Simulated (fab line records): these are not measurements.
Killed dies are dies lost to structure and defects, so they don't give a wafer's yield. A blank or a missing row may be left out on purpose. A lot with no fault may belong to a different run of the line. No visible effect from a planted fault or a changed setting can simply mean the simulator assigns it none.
fab line records :: flow nandHarc
record
  lots=7
  wafers=21
  lastDay=33
route steps=1302 shown P_M1@305 P_M2@318
lots that met no fault: taken from a fault-free run of the same line
startH: hours from the record's opening day to when the first of the lot's shown wafers began :: waitH: time in hours since the lot's previous step :: " the same as in the row above :: L1.1+2: a single row standing in for several wafers :: - either no value or no given start :: * or withheld: withheld :: < > ~ a bound
route shown NAME@n: NAME is a module with steps in the file, n the number in the route of the first one :: usual: mean/standard deviation of fault-free wafers :: same: alike in all rows :: chamber/n: place in a boat :: sites: readings site by site :: _std_site: their standard deviation :: _edge_site: inner sites' mean taken away from outer sites' mean :: radiusMm: how far each site lies from the wafer's centre :: mask NAME#n: copy n :: behind: tool/chamber where the wafer was last shaped :: hold: why the lot was held/for how many hours/how that ended :: device: which transistor (n, p or np) failed to switch :: end of line: at the end of the route, the tests of the same wafers :: for a step that has no rows: nothing shown but its recipe :: killed: not the wafer's yield, but the dies lost to structure and defects at the first sort :: map: per-die view of a wafer (x killed, . not killed, _ where there is no die)
set.NAME: the setting the step ran with; set.NAME@STEP: the setting that earlier step ran with :: model.NAME: the simulator's own value behind a step, which no gauge read
lots seen at some steps along the route; tables by step, rows by wafer
services: from which hour (startH, from the record's first day; less than 0 if before it) a tool's chamber was out of use, for how many hours, and why
## steps
# step NHARC_P_M1_DEGAS_29
# recipe
  tempC=250
  timeS=60
# step NHARC_P_M1_PRE_CLEAN_30
# recipe
  timeS=30
  tempC=280
  gas=H2/He
# usual
  heaterPowerW=398/36
lot.wafer: L828.4
tool: pvdSputter-03
chamber: -
startH: -
waitH: -
heaterPowerW: 397

lot.wafer: L828.2
tool: pvdSputter-03
chamber: -
startH: -
waitH: -
heaterPowerW: 359

lot.wafer: L828.6
tool: pvdSputter-03
chamber: -
startH: -
waitH: -
heaterPowerW: 393

lot.wafer: L833.2
tool: pvdSputter-03
chamber: -
startH: -
waitH: -
heaterPowerW: 416

lot.wafer: L833.6
tool: pvdSputter-03
chamber: -
startH: -
waitH: -
heaterPowerW: 371

lot.wafer: L833.5
tool: pvdSputter-03
chamber: -
startH: -
waitH: -
heaterPowerW: 412

lot.wafer: L841.4
tool: pvdSputter-01
chamber: -
startH: -
waitH: -
heaterPowerW: 405

lot.wafer: L841.2
tool: pvdSputter-01
chamber: -
startH: -
waitH: -
heaterPowerW: 408

lot.wafer: L841.1
tool: pvdSputter-01
chamber: -
startH: -
waitH: -
heaterPowerW: 395

lot.wafer: L840.2
tool: pvdSputter-02
chamber: -
startH: -
waitH: -
heaterPowerW: 482

lot.wafer: L840.1
tool: pvdSputter-02
chamber: -
startH: -
waitH: -
heaterPowerW: 395

lot.wafer: L840.4
tool: pvdSputter-02
chamber: -
startH: -
waitH: -
heaterPowerW: 389

lot.wafer: L839.2
tool: pvdSputter-03
chamber: -
startH: -
waitH: -
heaterPowerW: 370

lot.wafer: L839.4
tool: pvdSputter-03
chamber: -
startH: -
waitH: -
heaterPowerW: 426

lot.wafer: L839.5
tool: pvdSputter-03
chamber: -
startH: -
waitH: -
heaterPowerW: 454

lot.wafer: L848.3
tool: pvdSputter-02
chamber: -
startH: -
waitH: -
heaterPowerW: 354

lot.wafer: L848.4
tool: pvdSputter-02
chamber: -
startH: -
waitH: -
heaterPowerW: 487

lot.wafer: L848.6
tool: pvdSputter-02
chamber: -
startH: -
waitH: -
heaterPowerW: 399

lot.wafer: L849.1
tool: pvdSputter-01
chamber: -
startH: -
waitH: -
heaterPowerW: 376

lot.wafer: L849.6
tool: pvdSputter-01
chamber: -
startH: -
waitH: -
heaterPowerW: 385

lot.wafer: L849.5
tool: pvdSputter-01
chamber: -
startH: -
waitH: -
heaterPowerW: 357
# step NHARC_P_M1_PVD_20
# recipe
  targetThkA=50
  biasV=168.6
  powerW=15000
  chamberPressurePa=0.12
  timeS=8.06
  substrateTempC=50
  material=TaN
# step NHARC_P_M1_PVD_21
# recipe
  targetThkA=300
  chamberPressurePa=5
  powerW=5000
  substrateTempC=30
  timeS=20.49
  material=Cu
# usual
  throttleValvePct=30.1/1.3
lot.wafer: L828.2
tool: pvdSputter-03
chamber: -
startH: -
waitH: -
throttleValvePct: 31.6

lot.wafer: L828.4
tool: pvdSputter-03
chamber: -
startH: -
waitH: -
throttleValvePct: 27.7

lot.wafer: L828.6
tool: pvdSputter-03
chamber: -
startH: -
waitH: -
throttleValvePct: 30.8

lot.wafer: L833.2
tool: pvdSputter-03
chamber: -
startH: -
waitH: -
throttleValvePct: 30.8

lot.wafer: L833.6
tool: pvdSputter-03
chamber: -
startH: -
waitH: -
throttleValvePct: 27.1

lot.wafer: L833.5
tool: pvdSputter-03
chamber: -
startH: -
waitH: -
throttleValvePct: 31.6

lot.wafer: L841.4
tool: pvdSputter-01
chamber: -
startH: -
waitH: -
throttleValvePct: 30.9

lot.wafer: L841.2
tool: pvdSputter-01
chamber: -
startH: -
waitH: -
throttleValvePct: 29.2

lot.wafer: L841.1
tool: pvdSputter-01
chamber: -
startH: -
waitH: -
throttleValvePct: 31.3

lot.wafer: L840.2
tool: pvdSputter-02
chamber: -
startH: -
waitH: -
throttleValvePct: 28.7

lot.wafer: L840.1
tool: pvdSputter-02
chamber: -
startH: -
waitH: -
throttleValvePct: 32.0

lot.wafer: L840.4
tool: pvdSputter-02
chamber: -
startH: -
waitH: -
throttleValvePct: 31.1

lot.wafer: L839.4
tool: pvdSputter-03
chamber: -
startH: -
waitH: -
throttleValvePct: 31.3

lot.wafer: L839.2
tool: pvdSputter-03
chamber: -
startH: -
waitH: -
throttleValvePct: 30.6

lot.wafer: L839.5
tool: pvdSputter-03
chamber: -
startH: -
waitH: -
throttleValvePct: 27.1

lot.wafer: L848.4
tool: pvdSputter-02
chamber: -
startH: -
waitH: -
throttleValvePct: 31.2

lot.wafer: L848.3
tool: pvdSputter-02
chamber: -
startH: -
waitH: -
throttleValvePct: 29.4

lot.wafer: L848.6
tool: pvdSputter-02
chamber: -
startH: -
waitH: -
throttleValvePct: 29.1

lot.wafer: L849.1
tool: pvdSputter-01
chamber: -
startH: -
waitH: -
throttleValvePct: 31.5

lot.wafer: L849.5
tool: pvdSputter-01
chamber: -
startH: -
waitH: -
throttleValvePct: 31.5

lot.wafer: L849.6
tool: pvdSputter-01
chamber: -
startH: -
waitH: -
throttleValvePct: 30.8
# step NHARC_P_M1_ECD_22
# recipe
  targetThkA=4000
  bathTempC=25
  material=Cu
# step NHARC_P_M1_ANNEAL_31
# recipe
  tempC=225
  timeS=90
# usual
  wafer_temp_C_max=226.21/0.29
lot.wafer: L828.2
tool: rtpAnneal-02
chamber: 0
startH: 144.95
waitH: -
wafer_temp_C_max: 226.19

lot.wafer: L828.4
tool: rtpAnneal-02
chamber: 0
startH: 144.95
waitH: -
wafer_temp_C_max: 225.97

lot.wafer: L828.6
tool: rtpAnneal-02
chamber: 0
startH: 144.95
waitH: -
wafer_temp_C_max: 226.09

lot.wafer: L833.2
tool: rtpAnneal-02
chamber: 0
startH: 207.39
waitH: -
wafer_temp_C_max: 225.72

lot.wafer: L833.5
tool: rtpAnneal-02
chamber: 0
startH: 207.39
waitH: -
wafer_temp_C_max: 226.22

lot.wafer: L833.6
tool: rtpAnneal-02
chamber: 0
startH: 207.39
waitH: -
wafer_temp_C_max: 226.28

lot.wafer: L841.1
tool: rtpAnneal-01
chamber: 0
startH: 270.09
waitH: -
wafer_temp_C_max: 226.60

lot.wafer: L841.2
tool: rtpAnneal-01
chamber: 0
startH: 270.09
waitH: -
wafer_temp_C_max: 226.52

lot.wafer: L841.4
tool: rtpAnneal-01
chamber: 0
startH: 270.09
waitH: -
wafer_temp_C_max: 226.21

lot.wafer: L840.1
tool: rtpAnneal-02
chamber: 0
startH: 270.92
waitH: 0.3
wafer_temp_C_max: 225.93

lot.wafer: L840.2
tool: rtpAnneal-02
chamber: 0
startH: 270.92
waitH: 0.3
wafer_temp_C_max: 225.92

lot.wafer: L840.4
tool: rtpAnneal-02
chamber: 0
startH: 270.92
waitH: 0.3
wafer_temp_C_max: 226.16

lot.wafer: L839.2
tool: rtpAnneal-01
chamber: 0
startH: 273.60
waitH: -
wafer_temp_C_max: 226.68

lot.wafer: L839.4
tool: rtpAnneal-01
chamber: 0
startH: 273.60
waitH: -
wafer_temp_C_max: 225.88

lot.wafer: L839.5
tool: rtpAnneal-01
chamber: 0
startH: 273.60
waitH: -
wafer_temp_C_max: 225.99

lot.wafer: L848.3
tool: rtpAnneal-01
chamber: 0
startH: 350.36
waitH: -
wafer_temp_C_max: 226.11

lot.wafer: L848.4
tool: rtpAnneal-01
chamber: 0
startH: 350.36
waitH: -
wafer_temp_C_max: 225.78

lot.wafer: L848.6
tool: rtpAnneal-01
chamber: 0
startH: 350.36
waitH: -
wafer_temp_C_max: 226.11

lot.wafer: L849.1
tool: rtpAnneal-01
chamber: 0
startH: 355.48
waitH: 0.3
wafer_temp_C_max: 226.34

lot.wafer: L849.5
tool: rtpAnneal-01
chamber: 0
startH: 355.48
waitH: 0.3
wafer_temp_C_max: 226.09

lot.wafer: L849.6
tool: rtpAnneal-01
chamber: 0
startH: 355.48
waitH: 0.3
wafer_temp_C_max: 226.43
# step NHARC_P_M1_CMP_23
# recipe
  tOverpolishS=20
  targetThkNm=157.82
# usual
  edgeZonePressureFrac=1.001/0.0057
  motorCurrentA=11.4/1.2
  retainingRingPressureFrac=1.001/0.0053
  timeToEndpointS=30/4.5
lot.wafer: L828.4
tool: cmp-02
chamber: 3
startH: 145.24
waitH: -
edgeZonePressureFrac: 1.005
motorCurrentA: 10.6
retainingRingPressureFrac: 1.009
timeToEndpointS: 29

lot.wafer: L828.2
tool: cmp-02
chamber: 0
startH: 145.24
waitH: -
edgeZonePressureFrac: 1.003
motorCurrentA: 9.7
retainingRingPressureFrac: 1.001
timeToEndpointS: 30

lot.wafer: L828.6
tool: cmp-02
chamber: 3
startH: 145.24
waitH: -
edgeZonePressureFrac: 1.008
motorCurrentA: 10.2
retainingRingPressureFrac: 1.005
timeToEndpointS: 28

lot.wafer: L833.2
tool: cmp-03
chamber: 2
startH: 207.73
waitH: -
edgeZonePressureFrac: 1.000
motorCurrentA: 12.7
retainingRingPressureFrac: 1.002
timeToEndpointS: 32

lot.wafer: L833.6
tool: cmp-03
chamber: 0
startH: 207.73
waitH: -
edgeZonePressureFrac: 1.003
motorCurrentA: 11.7
retainingRingPressureFrac: 0.994
timeToEndpointS: 35

lot.wafer: L833.5
tool: cmp-03
chamber: 1
startH: 207.73
waitH: -
edgeZonePressureFrac: 1.005
motorCurrentA: 12.8
retainingRingPressureFrac: 1.001
timeToEndpointS: 31

lot.wafer: L841.2
tool: cmp-02
chamber: 1
startH: 270.43
waitH: -
edgeZonePressureFrac: 1.000
motorCurrentA: 12.0
retainingRingPressureFrac: 1.003
timeToEndpointS: 28

lot.wafer: L841.4
tool: cmp-02
chamber: 3
startH: 270.43
waitH: -
edgeZonePressureFrac: 1.001
motorCurrentA: 10.2
retainingRingPressureFrac: 0.998
timeToEndpointS: 25

lot.wafer: L841.1
tool: cmp-02
chamber: 0
startH: 270.43
waitH: -
edgeZonePressureFrac: 1.003
motorCurrentA: 9.7
retainingRingPressureFrac: 0.998
timeToEndpointS: 28

lot.wafer: L840.1
tool: cmp-03
chamber: 1
startH: 271.26
waitH: -
edgeZonePressureFrac: 1.000
motorCurrentA: 12.6
retainingRingPressureFrac: 0.997
timeToEndpointS: 33

lot.wafer: L840.4
tool: cmp-03
chamber: 3
startH: 271.26
waitH: -
edgeZonePressureFrac: 0.991
motorCurrentA: 9.2
retainingRingPressureFrac: 1.006
timeToEndpointS: 27

lot.wafer: L840.2
tool: cmp-03
chamber: 0
startH: 271.26
waitH: -
edgeZonePressureFrac: 1.003
motorCurrentA: 10.7
retainingRingPressureFrac: 0.995
timeToEndpointS: 37

lot.wafer: L839.4
tool: cmp-02
chamber: 2
startH: 273.95
waitH: -
edgeZonePressureFrac: 1.005
motorCurrentA: 11.9
retainingRingPressureFrac: 0.998
timeToEndpointS: 21

lot.wafer: L839.2
tool: cmp-02
chamber: 3
startH: 273.95
waitH: -
edgeZonePressureFrac: 1.001
motorCurrentA: 9.7
retainingRingPressureFrac: 0.995
timeToEndpointS: 27

lot.wafer: L839.5
tool: cmp-02
chamber: 1
startH: 273.95
waitH: -
edgeZonePressureFrac: 0.994
motorCurrentA: 11.3
retainingRingPressureFrac: 0.999
timeToEndpointS: 28

lot.wafer: L848.4
tool: cmp-03
chamber: 1
startH: 350.60
waitH: -
edgeZonePressureFrac: 0.997
motorCurrentA: 11.9
retainingRingPressureFrac: 1.000
timeToEndpointS: 31

lot.wafer: L848.3
tool: cmp-03
chamber: 0
startH: 350.60
waitH: -
edgeZonePressureFrac: 1.003
motorCurrentA: 10.9
retainingRingPressureFrac: 0.995
timeToEndpointS: 33

lot.wafer: L848.6
tool: cmp-03
chamber: 1
startH: 350.60
waitH: -
edgeZonePressureFrac: 0.998
motorCurrentA: 11.7
retainingRingPressureFrac: 1.002
timeToEndpointS: 33

lot.wafer: L849.1
tool: cmp-03
chamber: 1
startH: 355.91
waitH: -
edgeZonePressureFrac: 1.000
motorCurrentA: 12.3
retainingRingPressureFrac: 0.992
timeToEndpointS: 35

lot.wafer: L849.5
tool: cmp-03
chamber: 2
startH: 355.91
waitH: -
edgeZonePressureFrac: 0.999
motorCurrentA: 12.1
retainingRingPressureFrac: 1.007
timeToEndpointS: 32

lot.wafer: L849.6
tool: cmp-03
chamber: 3
startH: 355.91
waitH: -
edgeZonePressureFrac: 1.000
motorCurrentA: 9.5
retainingRingPressureFrac: 1.002
timeToEndpointS: 23
# step NHARC_P_M1_THK_MEAS_24
# recipe
  thkMeasGauge=xrf
# usual
  thkNm=158.2/2.1
lot.wafer: L828.2
tool: filmMetro-01
chamber: -
startH: 145.55
waitH: -
thkNm: 161.1

lot.wafer: L828.4
tool: filmMetro-01
chamber: -
startH: 145.55
waitH: -
thkNm: 158.2

lot.wafer: L828.6
tool: filmMetro-01
chamber: -
startH: 145.55
waitH: -
thkNm: 158.5

lot.wafer: L833.2
tool: filmMetro-02
chamber: -
startH: 207.99
waitH: -
thkNm: 158.9

lot.wafer: L833.5
tool: filmMetro-02
chamber: -
startH: 207.99
waitH: -
thkNm: 160.6

lot.wafer: L833.6
tool: filmMetro-02
chamber: -
startH: 207.99
waitH: -
thkNm: 160.8

lot.wafer: L841.1
tool: filmMetro-02
chamber: -
startH: 270.75
waitH: -
thkNm: 158.0

lot.wafer: L841.2
tool: filmMetro-02
chamber: -
startH: 270.75
waitH: -
thkNm: 159.1

lot.wafer: L841.4
tool: filmMetro-02
chamber: -
startH: 270.75
waitH: -
thkNm: 157.0

lot.wafer: L840.1
tool: filmMetro-01
chamber: -
startH: 271.58
waitH: -
thkNm: 160.6

lot.wafer: L840.2
tool: filmMetro-01
chamber: -
startH: 271.58
waitH: -
thkNm: 159.4

lot.wafer: L840.4
tool: filmMetro-01
chamber: -
startH: 271.58
waitH: -
thkNm: 157.3

lot.wafer: L839.2
tool: filmMetro-01
chamber: -
startH: 274.21
waitH: -
thkNm: 155.9

lot.wafer: L839.4
tool: filmMetro-01
chamber: -
startH: 274.21
waitH: -
thkNm: 156.8

lot.wafer: L839.5
tool: filmMetro-01
chamber: -
startH: 274.21
waitH: -
thkNm: 157.6

lot.wafer: L848.3
tool: filmMetro-01
chamber: -
startH: 350.92
waitH: -
thkNm: 161.2

lot.wafer: L848.4
tool: filmMetro-01
chamber: -
startH: 350.92
waitH: -
thkNm: 160.6

lot.wafer: L848.6
tool: filmMetro-01
chamber: -
startH: 350.92
waitH: -
thkNm: 158.6

lot.wafer: L849.1
tool: filmMetro-01
chamber: -
startH: 356.14
waitH: -
thkNm: 159.0

lot.wafer: L849.5
tool: filmMetro-01
chamber: -
startH: 356.14
waitH: -
thkNm: 156.9

lot.wafer: L849.6
tool: filmMetro-01
chamber: -
startH: 356.14
waitH: -
thkNm: 157.1
# step NHARC_P_M1_SRD_25
# step NHARC_P_M1_INSPECT_27
# usual
  rawDefectCount=334/140
lot.wafer: L828.2
tool: defectInspect-02
chamber: -
startH: 145.71
waitH: 0.0
rawDefectCount: 370

lot.wafer: L828.4
tool: defectInspect-02
chamber: -
startH: 145.71
waitH: 0.0
rawDefectCount: 267

lot.wafer: L828.6
tool: defectInspect-02
chamber: -
startH: 145.71
waitH: 0.0
rawDefectCount: 335

lot.wafer: L833.2
tool: defectInspect-02
chamber: -
startH: 208.15
waitH: 0.0
rawDefectCount: 285

lot.wafer: L833.5
tool: defectInspect-02
chamber: -
startH: 208.15
waitH: 0.0
rawDefectCount: 266

lot.wafer: L833.6
tool: defectInspect-02
chamber: -
startH: 208.15
waitH: 0.0
rawDefectCount: 176

lot.wafer: L841.1
tool: defectInspect-02
chamber: -
startH: 270.90
waitH: 0.0
rawDefectCount: 643

lot.wafer: L841.2
tool: defectInspect-02
chamber: -
startH: 270.90
waitH: 0.0
rawDefectCount: 409

lot.wafer: L841.4
tool: defectInspect-02
chamber: -
startH: 270.90
waitH: 0.0
rawDefectCount: 279

lot.wafer: L840.1
tool: defectInspect-01
chamber: -
startH: 271.73
waitH: 0.0
rawDefectCount: 206

lot.wafer: L840.2
tool: defectInspect-01
chamber: -
startH: 271.73
waitH: 0.0
rawDefectCount: 355

lot.wafer: L840.4
tool: defectInspect-01
chamber: -
startH: 271.73
waitH: 0.0
rawDefectCount: 230

lot.wafer: L839.2
tool: defectInspect-01
chamber: -
startH: 274.36
waitH: 0.0
rawDefectCount: 262

lot.wafer: L839.4
tool: defectInspect-01
chamber: -
startH: 274.36
waitH: 0.0
rawDefectCount: 391

lot.wafer: L839.5
tool: defectInspect-01
chamber: -
startH: 274.36
waitH: 0.0
rawDefectCount: 295

lot.wafer: L848.3
tool: defectInspect-01
chamber: -
startH: 351.07
waitH: 0.0
rawDefectCount: 308

lot.wafer: L848.4
tool: defectInspect-01
chamber: -
startH: 351.07
waitH: 0.0
rawDefectCount: 404

lot.wafer: L848.6
tool: defectInspect-01
chamber: -
startH: 351.07
waitH: 0.0
rawDefectCount: 323

lot.wafer: L849.1
tool: defectInspect-02
chamber: -
startH: 356.29
waitH: 0.0
rawDefectCount: 461

lot.wafer: L849.5
tool: defectInspect-02
chamber: -
startH: 356.29
waitH: 0.0
rawDefectCount: 356

lot.wafer: L849.6
tool: defectInspect-02
chamber: -
startH: 356.29
waitH: 0.0
rawDefectCount: 629
# step NHARC_P_M1_PRE_CLEAN_32
# recipe
  timeS=12
  tempC=370
  rfPowerW=300
  gas=NH3
# usual
  heaterPowerW=606/86
lot.wafer: L828.2
tool: pecvd-03
chamber: 2
startH: 145.78
waitH: 0.1
heaterPowerW: 502

lot.wafer: L828.4
tool: pecvd-03
chamber: 1
startH: 145.78
waitH: 0.1
heaterPowerW: 598

lot.wafer: L828.6
tool: pecvd-03
chamber: 1
startH: 145.78
waitH: 0.1
heaterPowerW: 613

lot.wafer: L833.2
tool: pecvd-02
chamber: 2
startH: 208.23
waitH: 0.1
heaterPowerW: 578

lot.wafer: L833.6
tool: pecvd-02
chamber: 1
startH: 208.23
waitH: 0.1
heaterPowerW: 573

lot.wafer: L833.5
tool: pecvd-02
chamber: 2
startH: 208.23
waitH: 0.1
heaterPowerW: 582

lot.wafer: L841.2
tool: pecvd-02
chamber: 1
startH: 270.97
waitH: 0.1
heaterPowerW: 509

lot.wafer: L841.1
tool: pecvd-02
chamber: 0
startH: 270.97
waitH: 0.1
heaterPowerW: 636

lot.wafer: L841.4
tool: pecvd-02
chamber: 0
startH: 270.97
waitH: 0.1
heaterPowerW: 625

lot.wafer: L840.1
tool: pecvd-03
chamber: 0
startH: 271.81
waitH: 0.1
heaterPowerW: 555

lot.wafer: L840.2
tool: pecvd-03
chamber: 1
startH: 271.81
waitH: 0.1
heaterPowerW: 626

lot.wafer: L840.4
tool: pecvd-03
chamber: 1
startH: 271.81
waitH: 0.1
heaterPowerW: 616

lot.wafer: L839.2
tool: pecvd-02
chamber: 0
startH: 274.45
waitH: 0.1
heaterPowerW: 658

lot.wafer: L839.5
tool: pecvd-02
chamber: 1
startH: 274.45
waitH: 0.1
heaterPowerW: 518

lot.wafer: L839.4
tool: pecvd-02
chamber: 2
startH: 274.45
waitH: 0.1
heaterPowerW: 515

lot.wafer: L848.3
tool: pecvd-03
chamber: 2
startH: 351.15
waitH: 0.1
heaterPowerW: 537

lot.wafer: L848.6
tool: pecvd-03
chamber: 2
startH: 351.15
waitH: 0.1
heaterPowerW: 536

lot.wafer: L848.4
tool: pecvd-03
chamber: 0
startH: 351.15
waitH: 0.1
heaterPowerW: 601

lot.wafer: L849.1
tool: pecvd-04
chamber: 0
startH: 356.38
waitH: 0.1
heaterPowerW: 761

lot.wafer: L849.6
tool: pecvd-04
chamber: 0
startH: 356.38
waitH: 0.1
heaterPowerW: 752

lot.wafer: L849.5
tool: pecvd-04
chamber: 1
startH: 356.38
waitH: 0.1
heaterPowerW: 510
# step NHARC_P_M1_DEP_33
# recipe
  targetThkA=300
  tempC=370
  targetThkNm=30
  pressureTorr=3
  flowSccm=200
  rfW=450
  material=SiCN
# usual
  chamberPressureTorr=3.000/0.0071
  heaterPowerOuterW=295/50
  heaterPowerW=550/76
lot.wafer: L828.2
tool: pecvd-03
chamber: 2
startH: 145.90
waitH: 0.1
chamberPressureTorr: 2.999
heaterPowerOuterW: 215
heaterPowerW: 427

lot.wafer: L828.4
tool: pecvd-03
chamber: 1
startH: 145.90
waitH: 0.1
chamberPressureTorr: 2.993
heaterPowerOuterW: 225
heaterPowerW: 480

lot.wafer: L828.6
tool: pecvd-03
chamber: 1
startH: 145.90
waitH: 0.1
chamberPressureTorr: 2.999
heaterPowerOuterW: 218
heaterPowerW: 475

lot.wafer: L833.2
tool: pecvd-02
chamber: 2
startH: 208.34
waitH: 0.1
chamberPressureTorr: 3.009
heaterPowerOuterW: 330
heaterPowerW: 531

lot.wafer: L833.6
tool: pecvd-02
chamber: 1
startH: 208.34
waitH: 0.1
chamberPressureTorr: 3.012
heaterPowerOuterW: 255
heaterPowerW: 510

lot.wafer: L833.5
tool: pecvd-02
chamber: 2
startH: 208.34
waitH: 0.1
chamberPressureTorr: 3.008
heaterPowerOuterW: 323
heaterPowerW: 538

lot.wafer: L841.2
tool: pecvd-02
chamber: 1
startH: 271.05
waitH: 0.1
chamberPressureTorr: -
heaterPowerOuterW: -
heaterPowerW: -

lot.wafer: L841.1
tool: pecvd-02
chamber: 0
startH: 271.05
waitH: 0.1
chamberPressureTorr: -
heaterPowerOuterW: -
heaterPowerW: -

lot.wafer: L841.4
tool: pecvd-02
chamber: 0
startH: 271.05
waitH: 0.1
chamberPressureTorr: -
heaterPowerOuterW: -
heaterPowerW: -

lot.wafer: L840.1
tool: pecvd-03
chamber: 0
startH: 271.92
waitH: 0.1
chamberPressureTorr: -
heaterPowerOuterW: -
heaterPowerW: -

lot.wafer: L840.2
tool: pecvd-03
chamber: 1
startH: 271.92
waitH: 0.1
chamberPressureTorr: -
heaterPowerOuterW: -
heaterPowerW: -

lot.wafer: L840.4
tool: pecvd-03
chamber: 1
startH: 271.92
waitH: 0.1
chamberPressureTorr: -
heaterPowerOuterW: -
heaterPowerW: -

lot.wafer: L839.2
tool: pecvd-02
chamber: 0
startH: 274.59
waitH: 0.1
chamberPressureTorr: -
heaterPowerOuterW: -
heaterPowerW: -

lot.wafer: L839.5
tool: pecvd-02
chamber: 1
startH: 274.59
waitH: 0.1
chamberPressureTorr: -
heaterPowerOuterW: -
heaterPowerW: -

lot.wafer: L839.4
tool: pecvd-02
chamber: 2
startH: 274.59
waitH: 0.1
chamberPressureTorr: -
heaterPowerOuterW: -
heaterPowerW: -

lot.wafer: L848.3
tool: pecvd-03
chamber: 2
startH: 351.27
waitH: 0.1
chamberPressureTorr: 3.010
heaterPowerOuterW: 232
heaterPowerW: 452

lot.wafer: L848.6
tool: pecvd-03
chamber: 2
startH: 351.27
waitH: 0.1
chamberPressureTorr: 2.997
heaterPowerOuterW: 239
heaterPowerW: 437

lot.wafer: L848.4
tool: pecvd-03
chamber: 0
startH: 351.27
waitH: 0.1
chamberPressureTorr: 3.007
heaterPowerOuterW: 306
heaterPowerW: 514

lot.wafer: L849.1
tool: pecvd-04
chamber: 0
startH: 356.48
waitH: 0.1
chamberPressureTorr: 2.993
heaterPowerOuterW: 409
heaterPowerW: 724

lot.wafer: L849.6
tool: pecvd-04
chamber: 0
startH: 356.48
waitH: 0.1
chamberPressureTorr: 2.986
heaterPowerOuterW: 392
heaterPowerW: 726

lot.wafer: L849.5
tool: pecvd-04
chamber: 1
startH: 356.48
waitH: 0.1
chamberPressureTorr: 2.999
heaterPowerOuterW: 323
heaterPowerW: 556
# step NHARC_P_M2_DEP_00
# recipe
  targetThkA=1825
  targetThkNm=182.5
  tempC=withheld
  pressureTorr=5
  flowSccm=200
  rfW=600
  material=SiOC
## services
tool: cmp-03
chamber: -
startH: 122.60
hours: 5.3
kind: repair

tool: pecvd-03
chamber: 0
startH: 138.96
hours: 10.2
kind: repair

tool: pecvd-02
chamber: -
startH: 144.82
hours: 1.4
kind: repair

tool: pvdSputter-01
chamber: -
startH: 146.60
hours: 1.0
kind: repair

tool: pvdSputter-03
chamber: -
startH: 162.79
hours: 2.1
kind: repair

tool: pvdSputter-03
chamber: -
startH: 170.05
hours: 10.0
kind: pm

tool: pecvd-03
chamber: -
startH: 185.25
hours: 13.0
kind: pm

tool: cmp-03
chamber: -
startH: 197.01
hours: 4.0
kind: pm

tool: pvdSputter-02
chamber: -
startH: 202.78
hours: 7.2
kind: repair

tool: cmp-03
chamber: -
startH: 206.98
hours: 0.6
kind: repair

tool: pvdSputter-01
chamber: -
startH: 226.97
hours: 10.0
kind: pm

tool: pecvd-02
chamber: -
startH: 227.45
hours: 13.0
kind: pm

tool: cmp-03
chamber: -
startH: 244.37
hours: 1.5
kind: repair

tool: pecvd-02
chamber: 0
startH: 252.44
hours: 8.4
kind: repair

tool: pvdSputter-02
chamber: -
startH: 263.39
hours: 3.7
kind: repair

tool: pvdSputter-02
chamber: -
startH: 282.00
hours: 10.0
kind: pm

tool: pvdSputter-01
chamber: -
startH: 286.13
hours: 1.0
kind: repair

tool: cmp-03
chamber: -
startH: 295.01
hours: 4.0
kind: pm

tool: pecvd-02
chamber: 2
startH: 302.02
hours: 4.3
kind: repair

tool: pvdSputter-02
chamber: -
startH: 311.47
hours: 1.1
kind: repair

tool: pvdSputter-03
chamber: -
startH: 318.51
hours: 4.7
kind: repair

tool: pecvd-02
chamber: 2
startH: 343.99
hours: 4.8
kind: repair

tool: pvdSputter-03
chamber: -
startH: 348.05
hours: 10.0
kind: pm

tool: pecvd-03
chamber: -
startH: 349.53
hours: 1.3
kind: repair
## key
firstSign
  step=NHARC_P_M1_DEP_33
  reading=toolRecord
  direction=missing
effect none on later readings
metAt NHARC_P_M1_DEP_33
struckWafers L839.2,L839.4,L839.5,L840.1,L840.2,L840.4,L841.1,L841.2,L841.4
sortLeftOut L839.2,L839.4,L839.5,L840.1,L840.2,L840.4,L841.1,L841.2,L841.4
onsetBetween 208.34 271.05
fault
  kind=skippedStepWhole
  tool=pecvd-02,pecvd-03
  chamber=-
  onsetH=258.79
  steps=NHARC_P_M1_DEP_33
  scope=struckLotsOnly
# sortLeftOut: the simulated sort isn't trusted on such a fault, so these wafers' sort isn't shown, and their yield isn't known
